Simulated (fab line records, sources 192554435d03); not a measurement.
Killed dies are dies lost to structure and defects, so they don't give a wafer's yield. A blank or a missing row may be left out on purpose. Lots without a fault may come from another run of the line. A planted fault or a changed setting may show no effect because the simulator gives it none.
Chamber matching | flow n5_finfet | N5_BEOL_M9_STRIP_36 on rie_diel-05: 4 sister chambers
The step strips in N2/H2. 14 wafers are shown with their chamber, then 7 later ones without.

WAFERS WITH THEIR CHAMBER
wafer  | chamber | showerhead_plenum_p_Torr (Torr) | throttle_valve_pct (%) | oes_product_au (a.u.)
L815.1 | 3       | 2.46                            | 23.27                  | 0.87
L815.3 | 2       | 2.69                            | 23.67                  | 0.94
L815.5 | 3       | 2.46                            | 23.28                  | 0.87
L817.1 | 1       | 2.68                            | 23.59                  | 0.81
L817.4 | 0       | 2.68                            | 23.41                  | 0.83
L817.6 | 0       | 2.68                            | 23.44                  | 0.81
L818.1 | 1       | 2.68                            | 23.61                  | 0.81
L818.4 | 0       | 2.68                            | 23.43                  | 0.81
L818.6 | 3       | 2.46                            | 23.29                  | 0.86
L816.2 | 2       | 2.69                            | 23.67                  | 0.91
L816.4 | 0       | 2.68                            | 23.41                  | 0.82
L816.6 | 2       | 2.69                            | 23.69                  | 0.92
L825.2 | 1       | 2.67                            | 23.64                  | 0.81
L825.5 | 2       | 2.68                            | 23.70                  | 0.88

SIGNATURES (means of the wafers above)
reading                  | chamber 0 | chamber 1 | chamber 2 | chamber 3 | scatter within a chamber
showerhead_plenum_p_Torr | 2.6800    | 2.6767    | 2.6875    | 2.4600    | 0.00376
throttle_valve_pct       | 23.4225   | 23.6133   | 23.6825   | 23.2800   | 0.0168
oes_product_au           | 0.8175    | 0.8100    | 0.9125    | 0.8667    | 0.0149
Rule: a wafer's distance from a chamber is the root of the sum, over the readings, of the square of ((its reading less the chamber's mean) divided by the reading's scatter). The wafer belongs to the nearest chamber; if the next one is less than 2 further off, it can't be placed. The scatter: the root of (the sum of the squares of (reading less its chamber's mean) over the shown wafers, divided by (wafers less chambers)).

WAFERS WITHOUT THEIR CHAMBER
wafer  | showerhead_plenum_p_Torr (Torr) | throttle_valve_pct (%) | oes_product_au (a.u.)
L825.6 | 2.67                            | 23.63                  | 0.80
L831.3 | 2.67                            | 23.64                  | 0.79
L831.4 | 2.68                            | 23.72                  | 0.88
L831.6 | 2.67                            | 23.47                  | 0.79
L833.3 | 2.67                            | 23.45                  | 0.80
L833.5 | 2.67                            | 23.73                  | 0.87
L833.6 | 2.44                            | 23.34                  | 0.82

WHICH CHAMBER EACH WENT THROUGH
wafer  | from the rows above | in truth
L825.6 | 1                   | 1
L831.3 | 1                   | 1
L831.4 | 2                   | 2
L831.6 | 0                   | 0
L833.3 | 0                   | 0
L833.5 | 2                   | 2
L833.6 | 3                   | 3
Placed correctly: 7 of 7. Can't be placed from these rows: 0. Placed wrongly: 0.
